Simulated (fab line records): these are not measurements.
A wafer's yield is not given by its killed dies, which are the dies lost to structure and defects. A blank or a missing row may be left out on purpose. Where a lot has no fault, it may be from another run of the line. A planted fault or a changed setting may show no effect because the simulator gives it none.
fab line records	flow n5_finfet
[record] lots = 24	wafers = 72	last_day = 17
route steps=1938 shown BEOL_M2@859
lots that met no fault: from a run of the same line without faults
start_h: the number of hours between the record's first day and the start of the first shown wafer of the lot	wait_h: hours since the lot's step before	" same as the row above	L1.1+2: one row covering several wafers at once	- either no value or no given start	* or withheld: withheld	< > ~ a bound
route shown NAME@n: a module of which the file shows steps, and the number in the route of the first	usual: mean and standard deviation over wafers with no fault	same: alike in all rows	chamber/n: place in a boat	sites: per-site readings	_std_site: standard deviation across them	_edge_site: the outer-site mean with the inner-site mean subtracted	radius_mm: for every site, how far away it sits from the centre of the wafer	mask NAME#n: copy n	behind: the most recent tool/chamber to have shaped the wafer	hold: what put the lot on hold/how long, in hours/how the hold closed	device: the n, p or np transistor that did not switch	end of line: the tests these same wafers got at the end of their route	where a step has no rows: the recipe by itself	killed: at the first sort, the dies lost to defects and structure; wafer yield is something else	map: a wafer's dies, marking killed ones x, the rest . and places with no die _
set.NAME: the setting the step ran with; set.NAME@STEP: the setting that earlier step ran with	model.NAME: the simulator's own value behind a step, which no gauge read
one table for each step of the route and one row for each wafer, over a sample of lots
services: the hour from which a tool's chamber was out of use, counted from the record's first day as start_h (under 0 if before that day), plus the number of hours and why
[[steps]]
[step N5_BEOL_M2_ETCH_63]
[recipe] chemistry = CF4	target = SiARC	target_depth_a = 156	mask_material = CAR-EUV	time_s = 26	ion_energy_ev = 80	pressure_mtorr = 40	source_w = 545	bias_w = 36	Ar_flow_sccm = 100	cf4_flow_sccm = 100	ends = cleared
[usual] drypump_motor_current_A = 5.7/0.54	etch_rf_on_time_s = 25.8/0.57	oes_product_au = 0.70/0.071	rf_fwd_power_W = 532.5/2	rf_vpp_V = 184.1/1.5	showerhead_plenum_p_Torr = 2.15/0.094	throttle_valve_pct = 15.57/0.24
lot.wafer	tool	chamber	start_h	wait_h	drypump_motor_current_A	etch_rf_on_time_s	oes_product_au	rf_fwd_power_W	rf_hours_counter_h	rf_vpp_V	showerhead_plenum_p_Torr	throttle_valve_pct
L074.1	rie_diel-04	2	143.45	0.0	5.7	26.5	0.59	533.1	228	184.0	2.12	15.56
L074.3	"	1	"	"	6.1	25.7	0.77	533.0	33	186.1	2.26	15.27
L074.6	"	0	"	"	6.5	26.2	0.71	532.1	-	185.4	2.26	15.45
L075.1	rie_diel-05	2	151.78	0.0	6.0	25.4	0.69	533.2	92	185.3	2.15	15.77
L075.3	"	0	"	"	5.1	26.4	0.65	532.1	128	183.0	2.06	15.43
L075.4	"	3	"	"	4.7	25.7	0.71	533.7	63	181.6	2.09	15.64
L076.1	rie_diel-05	0	156.28	0.0	5.2	26.2	0.65	531.9	130	184.5	2.06	15.42
L076.4	"	1	"	"	5.8	25.6	0.71	531.3	76	184.1	2.09	15.79
L076.6	"	1	"	"	5.8	25.7	0.72	531.1	-	183.0	2.09	15.78
L078.2	rie_diel-03	3	157.40	0.0	5.5	27.3	0.62	534.4	155	180.9	1.99	15.72
L078.3	"	2	"	"	4.8	26.0	0.82	531.1	11	184.1	2.10	15.25
L078.6	"	2	"	"	4.8	26.0	0.81	531.2	-	184.4	2.10	15.24
L077.2	rie_diel-04	0	166.30	0.0	6.5	26.0	0.70	534.2	76	186.3	2.26	15.47
L077.5	"	2	"	"	5.7	26.8	0.57	533.8	-	183.5	2.12	15.59
L077.6	"	1	"	"	6.1	25.5	0.76	537.8	-	186.0	2.26	15.30
L079.3	rie_diel-03	0	166.91	0.0	5.3	25.6	0.71	529.3	85	182.1	2.08	15.59
L079.5	"	3	"	"	5.5	27.1	0.62	534.4	-	182.4	1.99	15.72
L079.6	"	2	"	"	4.8	25.6	0.82	532.0	-	182.7	2.10	15.25
L080.2	rie_diel-03	1	170.29	0.0	6.3	25.8	0.58	535.0	222	184.5	2.20	16.05
L080.3	"	3	"	"	5.5	27.3	0.61	528.5	161	181.4	1.99	15.73
L080.4	"	2	"	"	4.8	25.9	0.80	531.8	17	183.4	2.10	15.27
L081.3	rie_diel-05	3	183.12	0.0	4.7	26.0	0.70	534.0	75	184.0	2.09	15.66
L081.4	"	2	"	"	6.0	25.1	0.69	538.2	104	183.3	2.15	15.80
L081.5	"	3	"	"	4.7	25.8	0.70	534.7	-	182.9	2.09	15.66
L082.2	rie_diel-05	0	192.19	0.0	5.2	26.0	0.66	535.8	140	182.7	2.06	15.43
L082.4	"	1	"	"	5.8	25.7	0.72	530.6	87	183.1	2.09	15.81
L082.5	"	2	"	"	6.0	25.3	0.69	534.3	-	183.5	2.15	15.79
L083.1	rie_diel-04	0	203.35	0.0	6.5	25.9	0.68	532.5	89	186.8	2.25	15.49
L083.2	"	1	"	"	6.1	25.7	0.74	535.3	57	184.3	2.25	15.31
L083.4	"	1	"	"	6.1	25.7	0.73	538.0	-	185.6	2.25	15.31
L084.1	rie_diel-03	3	203.51	0.0	5.5	26.8	0.62	529.4	171	181.6	1.98	15.74
L084.2	"	2	"	"	4.8	25.5	0.79	533.7	26	184.2	2.09	15.29
L084.3	"	0	"	"	5.3	25.3	0.71	530.1	96	182.5	2.08	15.61
L085.1	rie_diel-04	3	206.46	0.0	5.9	24.9	0.81	531.5	13	185.9	2.27	15.55
L085.3	"	0	"	"	6.5	26.3	0.69	530.5	91	185.9	2.25	15.49
L085.4	"	3	"	"	5.9	25.2	0.81	530.7	-	186.1	2.27	15.55
L086.1	rie_diel-04	1	213.58	0.0	6.1	25.8	0.73	533.5	63	184.3	2.25	15.33
L086.2	"	0	"	"	6.5	26.2	0.68	532.0	95	185.4	2.25	15.49
L086.4	"	3	"	"	6.0	25.1	0.81	531.2	-	185.0	2.27	15.56
L087.2	rie_diel-03	2	221.37	0.0	4.8	26.0	0.77	531.6	32	184.8	2.09	15.29
L087.4	"	1	"	"	6.3	25.7	0.57	535.1	239	184.8	2.20	16.10
L087.6	"	2	"	"	4.8	26.2	0.76	532.2	-	184.2	2.09	15.29
L089.1	rie_diel-04	0	223.20	0.0	6.5	26.1	0.68	530.1	99	184.8	2.25	15.52
L089.3	"	3	"	"	5.9	24.9	0.79	531.9	21	186.1	2.26	15.55
L089.6	"	1	"	"	6.1	25.6	0.73	535.7	-	186.5	2.25	15.34
L088.1	rie_diel-03	1	229.37	0.0	6.3	25.8	0.57	530.7	242	185.1	2.20	16.09
L088.3	"	2	"	"	4.8	25.8	0.77	530.4	35	182.3	2.09	15.29
L088.4	"	0	"	"	5.3	25.7	0.69	527.4	106	183.5	2.08	15.64
L090.2	rie_diel-04	0	237.72	0.0	6.5	25.8	0.68	529.7	105	185.8	2.25	15.53
L090.4	"	2	"	"	5.7	25.4	0.85	534.5	2	184.3	2.11	15.11
L090.5	"	3	"	"	6.0	25.0	0.78	532.9	-	183.2	2.26	15.57
L091.1	rie_diel-05	3	245.18	0.0	4.7	25.9	0.68	530.6	97	182.8	2.08	15.71
L091.4	"	1	"	"	5.8	25.7	0.69	534.6	106	183.9	2.08	15.84
L091.6	"	1	"	"	5.8	25.5	0.69	533.2	-	183.4	2.08	15.82
L092.1	rie_diel-04	1	250.56	0.0	6.1	26.0	0.71	531.3	79	185.6	2.24	15.37
L092.4	"	2	"	"	5.7	26.1	0.81	534.2	9	182.3	2.11	15.13
L092.5	"	2	"	"	5.8	25.8	0.81	534.1	-	183.3	2.11	15.14
L093.3	rie_diel-04	2	253.38	0.0	5.7	25.9	0.82	534.9	10	183.2	2.11	15.15
L093.4	"	1	"	"	6.1	25.7	0.71	536.1	80	187.3	2.24	15.37
L093.5	"	3	"	"	6.0	25.5	0.78	531.2	-	183.7	2.26	15.59
L094.1	rie_diel-03	0	264.23	0.0	5.3	25.7	0.68	530.4	119	183.5	2.07	15.67
L094.2	"	3	"	"	5.5	26.9	0.60	530.2	194	181.5	1.98	15.79
L094.5	"	0	"	"	5.3	25.7	0.69	530.7	-	183.2	2.07	15.65
L095.2	rie_diel-04	3	269.19	0.0	5.9	24.8	0.77	531.4	41	185.1	2.26	15.59
L095.3	"	0	"	"	6.5	25.7	0.67	534.4	119	186.3	2.24	15.56
L095.4	"	1	"	"	6.1	25.2	0.72	534.7	86	185.9	2.24	15.40
L096.1	rie_diel-04	2	272.85	0.0	5.7	25.4	0.80	532.3	17	182.5	2.11	15.15
L096.4	"	3	"	"	6.0	24.7	0.77	531.2	42	185.4	2.26	15.61
L096.5	"	2	"	"	5.7	25.4	0.80	533.4	-	182.7	2.11	15.16
L097.2	rie_diel-03	0	280.05	0.0	5.3	25.9	0.68	530.7	127	183.3	2.07	15.67
L097.3	"	3	"	"	5.5	27.0	0.59	529.7	202	180.5	1.97	15.80
L097.4	"	0	"	"	5.3	25.7	0.68	532.2	-	182.6	2.07	15.67
[step N5_BEOL_M2_INSPECT_30]
[recipe] mode = adi	inspect_instrument = brightfield
[usual] raw_defect_count = 418/96
lot.wafer	tool	chamber	start_h	wait_h	raw_defect_count
L074.1	defect_inspect-02	-	144.40	0.1	524
L074.3	"	-	"	"	503
L074.6	"	-	"	"	335
L075.1	defect_inspect-02	-	152.57	0.1	400
L075.3	"	-	"	"	563
L075.4	"	-	"	"	585
L076.1	defect_inspect-02	-	157.19	0.1	403
L076.4	"	-	"	"	480
L076.6	"	-	"	"	406
L078.2	defect_inspect-01	-	158.20	0.0	626
L078.3	"	-	"	"	362
L078.6	"	-	"	"	465
L077.2	defect_inspect-02	-	167.25	0.0	429
L077.5	"	-	"	"	369
L077.6	"	-	"	"	545
L079.3	defect_inspect-02	-	167.71	0.0	659
L079.5	"	-	"	"	453
L079.6	"	-	"	"	600
L080.2	defect_inspect-02	-	171.21	0.0	488
L080.3	"	-	"	"	284
L080.4	"	-	"	"	384
L081.3	defect_inspect-01	-	183.92	0.0	631
L081.4	"	-	"	"	357
L081.5	"	-	"	"	327
L082.2	defect_inspect-02	-	192.98	0.0	305
L082.4	"	-	"	"	355
L082.5	"	-	"	"	410
L083.1	defect_inspect-02	-	204.14	0.1	490
L083.2	"	-	"	"	599
L083.4	"	-	"	"	559
L084.1	defect_inspect-01	-	204.31	0.1	380
L084.2	"	-	"	"	432
L084.3	"	-	"	"	438
L085.1	defect_inspect-01	-	207.25	0.1	389
L085.3	"	-	"	"	381
L085.4	"	-	"	"	292
L086.1	defect_inspect-02	-	214.37	0.1	433
L086.2	"	-	"	"	358
L086.4	"	-	"	"	402
L087.2	defect_inspect-01	-	222.29	0.0	268
L087.4	"	-	"	"	283
L087.6	"	-	"	"	288
L089.1	defect_inspect-02	-	224.07	0.1	260
L089.3	"	-	"	"	356
L089.6	"	-	"	"	351
L088.1	defect_inspect-01	-	230.16	0.1	440
L088.3	"	-	"	"	439
L088.4	"	-	"	"	514
L090.2	defect_inspect-01	-	238.51	0.0	379
L090.4	"	-	"	"	394
L090.5	"	-	"	"	314
L091.1	defect_inspect-01	-	245.98	0.1	340
L091.4	"	-	"	"	503
L091.6	"	-	"	"	341
L092.1	defect_inspect-02	-	251.35	0.1	366
L092.4	"	-	"	"	432
L092.5	"	-	"	"	465
L093.3	defect_inspect-01	-	254.18	0.0	510
L093.4	"	-	"	"	301
L093.5	"	-	"	"	304
L094.1	defect_inspect-02	-	265.11	0.1	181
L094.2	"	-	"	"	235
L094.5	"	-	"	"	245
L095.2	defect_inspect-02	-	269.98	0.0	558
L095.3	"	-	"	"	605
L095.4	"	-	"	"	501
L096.1	defect_inspect-02	-	273.72	0.1	340
L096.4	"	-	"	"	289
L096.5	"	-	"	"	465
L097.2	defect_inspect-02	-	280.88	0.1	362
L097.3	"	-	"	"	400
L097.4	"	-	"	"	409
[step N5_BEOL_M2_ETCH_77]
[recipe] chemistry = N2/H2	target = underlayer	target_depth_a = 65	mask_material = CAR-EUV	time_s = 5.2	ion_energy_ev = 200	pressure_mtorr = 30	source_w = 840	bias_w = 150	n2_flow_sccm = 200	h2_flow_sccm = 200	ends = cleared
[usual] drypump_motor_current_A = 5.7/0.56	etch_rf_on_time_s = 5.18/0.098	h2_flow_sccm = 200.1/0.62	oes_product_au = 0.69/0.066	rf_fwd_power_W = 819.7/2.5	rf_vpp_V = 523/3.3	showerhead_plenum_p_Torr = 2.53/0.11	throttle_valve_pct = 17.83/0.23
lot.wafer	tool	chamber	start_h	wait_h	drypump_motor_current_A	etch_rf_on_time_s	h2_flow_sccm	oes_product_au	rf_fwd_power_W	rf_hours_counter_h	rf_vpp_V	showerhead_plenum_p_Torr	throttle_valve_pct
L074.1	rie_diel-05	2	144.59	0.0	6.0	5.10	199.6	0.70	821.1	89	523	2.57	18.09
L074.3	"	1	"	"	5.8	5.18	200.1	0.72	818.4	70	521	2.46	17.85
L074.6	"	2	"	"	6.0	5.09	200.1	0.69	818.7	-	524	2.57	18.07
L075.1	rie_diel-04	0	152.64	0.0	6.5	5.22	200.1	0.71	820.2	69	528	2.68	17.66
L075.3	"	1	"	"	6.1	5.08	200.7	0.77	823.7	38	525	2.70	17.50
L075.4	"	0	"	"	6.5	5.22	201.1	0.71	818.6	-	526	2.68	17.66
L076.1	rie_diel-05	0	157.25	0.0	5.2	5.30	200.8	0.65	824.1	130	521	2.47	17.76
L076.4	"	2	"	"	6.0	5.15	199.8	0.70	819.1	94	523	2.57	18.06
L076.6	"	0	"	"	5.2	5.34	200.2	0.65	823.5	-	519	2.47	17.76
L078.2	rie_diel-03	1	158.27	0.0	6.3	5.13	200.5	0.59	820.1	217	525	2.61	18.29
L078.3	"	3	"	"	5.5	5.39	200.1	0.62	818.6	155	519	2.34	17.96
L078.6	"	1	"	"	6.4	5.12	201.1	0.59	818.3	-	525	2.61	18.29
L077.2	rie_diel-05	0	167.32	0.0	5.2	5.22	200.6	0.65	818.6	134	522	2.47	17.76
L077.5	"	1	"	"	5.9	5.13	200.5	0.71	815.4	-	523	2.45	17.86
L077.6	"	0	"	"	5.2	5.24	200.3	0.65	818.5	-	520	2.47	17.75
L079.3	rie_diel-04	0	167.77	0.0	6.5	5.23	199.9	0.70	819.6	77	527	2.68	17.68
L079.5	"	1	"	"	6.1	5.10	200.9	0.77	824.6	-	528	2.70	17.53
L079.6	"	2	"	"	5.7	5.26	200.9	0.57	823.6	-	522	2.49	17.60
L080.2	rie_diel-03	1	171.28	0.0	6.4	5.15	200.6	0.58	823.5	222	526	2.61	18.28
L080.3	"	3	"	"	5.5	5.48	200.3	0.61	826.3	161	516	2.34	17.96
L080.4	"	0	"	"	5.3	5.17	200.4	0.71	817.8	86	522	2.47	17.96
L081.3	rie_diel-05	3	183.99	0.0	4.7	5.14	200.3	0.69	818.7	76	521	2.46	17.94
L081.4	"	2	"	"	6.0	5.05	200.3	0.69	819.9	104	524	2.57	18.09
L081.5	"	2	"	"	6.0	5.06	199.9	0.69	816.3	-	527	2.57	18.09
L082.2	rie_diel-03	3	193.05	0.0	5.5	5.41	200.1	0.62	819.0	169	518	2.33	17.98
L082.4	"	1	"	"	6.4	5.18	200.7	0.59	819.2	229	525	2.61	18.30
L082.5	"	1	"	"	6.3	5.18	200.8	0.58	823.1	-	525	2.61	18.28
L083.1	rie_diel-04	0	204.21	0.0	6.5	5.17	200.1	0.68	820.9	89	528	2.67	17.67
L083.2	"	1	"	"	6.1	5.10	199.8	0.73	820.6	57	529	2.69	17.55
L083.4	"	1	"	"	6.1	5.12	199.9	0.73	820.7	-	528	2.69	17.56
L084.1	rie_diel-04	0	204.37	0.0	6.5	5.21	199.6	0.69	818.5	89	526	2.67	17.68
L084.2	"	1	"	"	6.1	5.12	199.5	0.74	814.9	57	528	2.69	17.54
L084.3	"	3	"	"	5.9	5.05	200.6	0.81	822.7	11	529	2.69	17.79
L085.1	rie_diel-05	0	207.31	0.0	5.2	5.28	201.4	0.64	817.4	145	522	2.46	17.77
L085.3	"	1	"	"	5.9	5.17	200.2	0.69	820.5	93	522	2.45	17.91
L085.4	"	2	"	"	6.0	5.09	200.5	0.67	820.9	112	525	2.56	18.14
L086.1	rie_diel-03	3	214.44	0.0	5.5	5.34	200.5	0.61	822.8	176	519	2.33	18.02
L086.2	"	1	"	"	6.4	5.00	200.0	0.58	816.2	237	525	2.60	18.33
L086.4	"	2	"	"	4.8	5.12	200.1	0.77	819.5	30	523	2.51	17.63
L087.2	rie_diel-05	2	222.46	0.0	6.1	5.16	200.3	0.66	819.5	117	523	2.56	18.11
L087.4	"	0	"	"	5.2	5.29	200.4	0.64	818.2	151	521	2.46	17.78
L087.6	"	0	"	"	5.2	5.29	200.6	0.63	816.9	-	521	2.46	17.77
L089.1	rie_diel-04	1	224.28	0.0	6.1	5.11	199.2	0.73	814.1	67	527	2.69	17.55
L089.3	"	3	"	"	5.9	5.05	200.4	0.79	817.1	22	529	2.69	17.82
L089.6	"	0	"	"	6.5	5.16	199.8	0.68	820.4	-	525	2.67	17.70
L088.1	rie_diel-04	2	230.23	0.0	5.7	5.06	199.0	0.88	817.8	0	523	2.49	17.21
L088.3	"	0	"	"	6.5	5.14	200.7	0.68	823.1	103	531	2.67	17.70
L088.4	"	1	"	"	6.1	5.11	199.4	0.72	819.8	71	529	2.68	17.55
L090.2	rie_diel-05	2	238.58	0.0	6.1	5.09	199.5	0.67	823.2	122	525	2.56	18.12
L090.4	"	1	"	"	5.9	5.15	199.3	0.69	816.7	103	521	2.44	17.90
L090.5	"	3	"	"	4.7	5.16	200.7	0.68	819.1	-	521	2.45	17.96
L091.1	rie_diel-05	0	246.04	0.0	5.2	5.21	199.9	0.63	821.0	159	520	2.46	17.83
L091.4	"	3	"	"	4.7	5.23	199.7	0.66	820.0	97	521	2.45	17.95
L091.6	"	2	"	"	6.0	5.05	199.1	0.67	817.8	-	526	2.56	18.15
L092.1	rie_diel-03	0	251.42	0.0	5.3	5.09	199.9	0.70	821.6	113	521	2.46	18.01
L092.4	"	2	"	"	4.8	5.17	200.3	0.76	820.0	42	522	2.50	17.62
L092.5	"	2	"	"	4.8	5.09	200.7	0.75	819.1	-	522	2.50	17.64
L093.3	rie_diel-05	3	254.24	0.0	4.7	5.33	199.9	0.66	819.7	100	521	2.45	17.97
L093.4	"	1	"	"	5.9	5.23	200.5	0.68	819.5	109	523	2.44	17.91
L093.5	"	2	"	"	6.0	5.19	199.5	0.66	821.0	-	524	2.56	18.12
L094.1	rie_diel-04	2	265.35	0.0	5.8	5.12	200.8	0.81	817.0	14	523	2.48	17.23
L094.2	"	0	"	"	6.5	5.24	199.5	0.66	817.6	117	528	2.66	17.72
L094.5	"	1	"	"	6.1	5.13	200.5	0.72	819.6	-	527	2.68	17.59
L095.2	rie_diel-03	3	270.05	0.0	5.5	5.38	200.3	0.59	817.4	197	518	2.32	18.03
L095.3	"	2	"	"	4.8	5.21	200.3	0.76	821.1	48	520	2.50	17.66
L095.4	"	0	"	"	5.3	5.20	202.2	0.68	819.8	-	521	2.45	18.01
L096.1	rie_diel-04	2	273.79	0.0	5.7	5.11	199.3	0.79	819.1	17	522	2.48	17.25
L096.4	"	0	"	"	6.6	5.18	201.2	0.66	822.4	120	527	2.66	17.73
L096.5	"	1	"	"	6.1	5.15	199.9	0.70	818.0	-	526	2.68	17.61
L097.2	rie_diel-03	2	280.95	0.0	4.8	5.19	199.9	0.74	821.8	54	524	2.50	17.67
L097.3	"	3	"	"	5.5	5.38	199.9	0.59	814.5	202	518	2.32	18.04
L097.4	"	3	"	"	5.5	5.34	199.5	0.59	813.7	-	518	2.32	18.03
[step N5_BEOL_M2_ANNEAL_49]
[recipe] temp_c = 400	time_s = 240	ambient = vacuum
[usual] heater_power_w = 810/98
lot.wafer	tool	chamber	start_h	wait_h	heater_power_w
L074.1	pvd_sputter-01	-	149.52	0.0	787
L074.3	"	-	"	"	981
L074.6	"	-	"	"	887
L075.1	pvd_sputter-03	-	159.67	0.0	736
L075.3	"	-	"	"	770
L075.4	"	-	"	"	756
L076.1	pvd_sputter-02	-	161.09	0.0	677
L076.4	"	-	"	"	759
L076.6	"	-	"	"	766
L078.2	pvd_sputter-01	-	166.88	0.0	882
L078.3	"	-	"	"	707
L078.6	"	-	"	"	1017
L079.3	pvd_sputter-03	-	174.11	0.0	739
L079.5	"	-	"	"	758
L079.6	"	-	"	"	737
L077.2	pvd_sputter-01	-	179.10	0.0	1009
L077.5	"	-	"	"	900
L077.6	"	-	"	"	740
L080.2	pvd_sputter-02	-	182.71	0.0	830
L080.3	"	-	"	"	679
L080.4	"	-	"	"	945
L081.3	pvd_sputter-01	-	187.34	0.0	907
L081.4	"	-	"	"	771
L081.5	"	-	"	"	775
L082.2	pvd_sputter-01	-	203.65	0.0	731
L082.4	"	-	"	"	776
L082.5	"	-	"	"	1015
L083.1	pvd_sputter-02	-	207.91	0.0	684
L083.2	"	-	"	"	830
L083.4	"	-	"	"	928
L084.1	pvd_sputter-02	-	210.73	0.0	756
L084.2	"	-	"	"	830
L084.3	"	-	"	"	681
L085.1	pvd_sputter-02	-	213.77	0.0	958
L085.3	"	-	"	"	751
L085.4	"	-	"	"	675
L086.1	pvd_sputter-03	-	221.80	0.0	747
L086.2	"	-	"	"	753
L086.4	"	-	"	"	723
L087.2	pvd_sputter-02	-	227.23	0.0	757
L087.4	"	-	"	"	682
L087.6	"	-	"	"	685
L088.1	pvd_sputter-03	-	234.53	0.0	758
L088.3	"	-	"	"	769
L088.4	"	-	"	"	775
L089.1	pvd_sputter-03	-	237.24	0.0	745
L089.3	"	-	"	"	733
L089.6	"	-	"	"	783
L090.2	pvd_sputter-02	-	246.03	0.0	761
L090.4	"	-	"	"	830
L090.5	"	-	"	"	833
L091.1	pvd_sputter-02	-	250.93	0.0	692
L091.4	"	-	"	"	741
L091.6	"	-	"	"	828
L092.1	pvd_sputter-01	-	263.98	0.0	777
L092.4	"	-	"	"	1017
L092.5	"	-	"	"	1016
L094.1	pvd_sputter-02	-	269.60	0.0	815
L094.2	"	-	"	"	755
L094.5	"	-	"	"	949
L093.3	pvd_sputter-02	-	272.90	0.0	684
L093.4	"	-	"	"	827
L093.5	"	-	"	"	950
L095.2	pvd_sputter-01	-	277.29	0.0	784
L095.3	"	-	"	"	729
L095.4	"	-	"	"	988
L096.1	pvd_sputter-02	-	277.66	0.0	963
L096.4	"	-	"	"	766
L096.5	"	-	"	"	693
L097.2	pvd_sputter-01	-	284.43	0.0	769
L097.3	"	-	"	"	915
L097.4	"	-	"	"	731
[step N5_BEOL_M2_SPUTTER_81]
[recipe] material = Cu	target_thk_a = 45	temp_c = -20	chamber_pressure_pa = 0.07	power_w = withheld	time_s = 8.29
[usual] throttle_valve_pct = 29.8/0.95
lot.wafer	tool	chamber	start_h	wait_h	throttle_valve_pct
L074.1	pvd_sputter-01	-	149.88	0.1	27.4
L074.3	"	-	"	"	30.2
L074.6	"	-	"	"	30.3
L075.1	pvd_sputter-03	-	160.03	0.1	31.7
L075.3	"	-	"	"	30.4
L075.4	"	-	"	"	29.8
L076.1	pvd_sputter-02	-	161.45	0.1	29.7
L076.4	"	-	"	"	28.4
L076.6	"	-	"	"	28.7
L078.2	pvd_sputter-01	-	167.24	0.1	30.2
L078.3	"	-	"	"	29.9
L078.6	"	-	"	"	30.0
L079.3	pvd_sputter-03	-	174.47	0.1	31.7
L079.5	"	-	"	"	29.5
L079.6	"	-	"	"	31.8
L077.2	pvd_sputter-01	-	179.46	0.1	30.3
L077.5	"	-	"	"	30.3
L077.6	"	-	"	"	29.6
L080.2	pvd_sputter-02	-	183.07	0.1	30.2
L080.3	"	-	"	"	29.6
L080.4	"	-	"	"	30.1
L081.3	pvd_sputter-01	-	187.70	0.1	30.4
L081.4	"	-	"	"	27.6
L081.5	"	-	"	"	27.5
L082.2	pvd_sputter-01	-	204.01	0.1	29.4
L082.4	"	-	"	"	27.3
L082.5	"	-	"	"	30.5
L083.1	pvd_sputter-02	-	208.27	0.1	30.0
L083.2	"	-	"	"	30.2
L083.4	"	-	"	"	30.0
L084.1	pvd_sputter-02	-	211.09	0.1	28.7
L084.2	"	-	"	"	30.4
L084.3	"	-	"	"	29.8
L085.1	pvd_sputter-02	-	214.13	0.1	30.0
L085.3	"	-	"	"	28.7
L085.4	"	-	"	"	30.2
L086.1	pvd_sputter-03	-	222.16	0.1	29.8
L086.2	"	-	"	"	29.6
L086.4	"	-	"	"	31.4
L087.2	pvd_sputter-02	-	227.59	0.1	28.7
L087.4	"	-	"	"	29.7
L087.6	"	-	"	"	30.0
L088.1	pvd_sputter-03	-	234.89	0.1	29.5
L088.3	"	-	"	"	30.6
L088.4	"	-	"	"	29.7
L089.1	pvd_sputter-03	-	237.60	0.1	29.5
L089.3	"	-	"	"	31.6
L089.6	"	-	"	"	30.7
L090.2	pvd_sputter-02	-	246.39	0.1	28.6
L090.4	"	-	"	"	30.2
L090.5	"	-	"	"	30.1
L091.1	pvd_sputter-02	-	251.29	0.1	29.7
L091.4	"	-	"	"	28.8
L091.6	"	-	"	"	30.2
L092.1	pvd_sputter-01	-	264.34	0.1	27.6
L092.4	"	-	"	"	30.0
L092.5	"	-	"	"	30.4
L094.1	pvd_sputter-02	-	269.96	0.1	30.3
L094.2	"	-	"	"	28.7
L094.5	"	-	"	"	30.0
L093.3	pvd_sputter-02	-	273.26	0.1	29.9
L093.4	"	-	"	"	30.2
L093.5	"	-	"	"	30.2
L095.2	pvd_sputter-01	-	277.65	0.1	27.3
L095.3	"	-	"	"	29.9
L095.4	"	-	"	"	30.0
L096.1	pvd_sputter-02	-	278.02	0.1	29.9
L096.4	"	-	"	"	28.9
L096.5	"	-	"	"	29.7
L097.2	pvd_sputter-01	-	284.79	0.1	27.5
L097.3	"	-	"	"	30.2
L097.4	"	-	"	"	29.9
[step N5_BEOL_M2_SPUTTER_88]
[recipe] material = Cu	target_thk_a = 45	temp_c = -20	chamber_pressure_pa = 0.07	power_w = withheld	time_s = 8.29
[usual] throttle_valve_pct = 29.8/0.96
lot.wafer	tool	chamber	start_h	wait_h	throttle_valve_pct
L074.1	pvd_sputter-01	-	150.32	0.1	27.6
L074.3	"	-	"	"	30.1
L074.6	"	-	"	"	30.3
L075.1	pvd_sputter-03	-	160.47	0.1	31.7
L075.3	"	-	"	"	30.7
L075.4	"	-	"	"	29.7
L076.1	pvd_sputter-02	-	161.89	0.1	30.1
L076.4	"	-	"	"	28.5
L076.6	"	-	"	"	28.6
L078.2	pvd_sputter-01	-	167.68	0.1	30.4
L078.3	"	-	"	"	29.8
L078.6	"	-	"	"	30.1
L079.3	pvd_sputter-03	-	174.91	0.1	31.7
L079.5	"	-	"	"	29.5
L079.6	"	-	"	"	31.7
L077.2	pvd_sputter-01	-	179.90	0.1	30.2
L077.5	"	-	"	"	30.7
L077.6	"	-	"	"	29.8
L080.2	pvd_sputter-02	-	183.51	0.1	30.2
L080.3	"	-	"	"	29.8
L080.4	"	-	"	"	30.4
L081.3	pvd_sputter-01	-	188.14	0.1	30.5
L081.4	"	-	"	"	27.4
L081.5	"	-	"	"	27.6
L082.2	pvd_sputter-01	-	204.45	0.1	29.9
L082.4	"	-	"	"	27.4
L082.5	"	-	"	"	30.1
L083.1	pvd_sputter-02	-	208.71	0.1	29.7
L083.2	"	-	"	"	30.1
L083.4	"	-	"	"	30.3
L084.1	pvd_sputter-02	-	211.53	0.1	28.7
L084.2	"	-	"	"	30.6
L084.3	"	-	"	"	29.8
L085.1	pvd_sputter-02	-	214.57	0.1	29.8
L085.3	"	-	"	"	28.8
L085.4	"	-	"	"	29.9
L086.1	pvd_sputter-03	-	222.60	0.1	29.6
L086.2	"	-	"	"	29.4
L086.4	"	-	"	"	31.7
L087.2	pvd_sputter-02	-	228.03	0.1	28.9
L087.4	"	-	"	"	29.9
L087.6	"	-	"	"	30.1
L088.1	pvd_sputter-03	-	235.33	0.1	29.6
L088.3	"	-	"	"	30.6
L088.4	"	-	"	"	29.7
L089.1	pvd_sputter-03	-	238.04	0.1	29.8
L089.3	"	-	"	"	31.4
L089.6	"	-	"	"	30.4
L090.2	pvd_sputter-02	-	246.83	0.1	28.8
L090.4	"	-	"	"	30.0
L090.5	"	-	"	"	30.0
L091.1	pvd_sputter-02	-	251.73	0.1	30.1
L091.4	"	-	"	"	28.9
L091.6	"	-	"	"	30.2
L092.1	pvd_sputter-01	-	264.78	0.1	27.4
L092.4	"	-	"	"	29.9
L092.5	"	-	"	"	29.9
L094.1	pvd_sputter-02	-	270.40	0.1	30.3
L094.2	"	-	"	"	28.8
L094.5	"	-	"	"	30.0
L093.3	pvd_sputter-02	-	273.70	0.1	29.6
L093.4	"	-	"	"	30.2
L093.5	"	-	"	"	30.4
L095.2	pvd_sputter-01	-	278.09	0.1	27.3
L095.3	"	-	"	"	29.7
L095.4	"	-	"	"	30.2
L096.1	pvd_sputter-02	-	278.46	0.1	30.0
L096.4	"	-	"	"	28.5
L096.5	"	-	"	"	29.9
L097.2	pvd_sputter-01	-	285.23	0.1	27.4
L097.3	"	-	"	"	30.5
L097.4	"	-	"	"	29.8
[[services]]
tool	chamber	start_h	hours	kind
rie_diel-04	3	144.22	-	clean
rie_diel-04	3	144.22	-	consumable_replace:focus_ring
rie_diel-04	3	144.22	-	consumable_replace:showerhead
rie_diel-04	3	144.22	22.3	scheduled_down
rie_diel-04	3	144.22	22.3	vent_cycle
pvd_sputter-03	-	152.30	1.4	repair
rie_diel-05	0	167.54	4.6	repair
rie_diel-03	2	185.10	3.2	repair
rie_diel-05	-	196.32	1.0	repair
rie_diel-04	-	199.04	0.5	repair
rie_diel-04	2	202.38	-	clean
rie_diel-04	2	202.38	-	consumable_replace:focus_ring
rie_diel-04	2	202.38	27.5	scheduled_down
rie_diel-04	2	202.38	27.5	vent_cycle
rie_diel-03	1	258.58	-	clean
rie_diel-03	1	258.58	-	consumable_replace:focus_ring
rie_diel-03	1	258.58	25.3	scheduled_down
rie_diel-03	1	258.58	25.3	vent_cycle
pvd_sputter-02	-	281.96	0.5	repair
rie_diel-03	-	282.27	14.6	pm
[[key]]
fault none
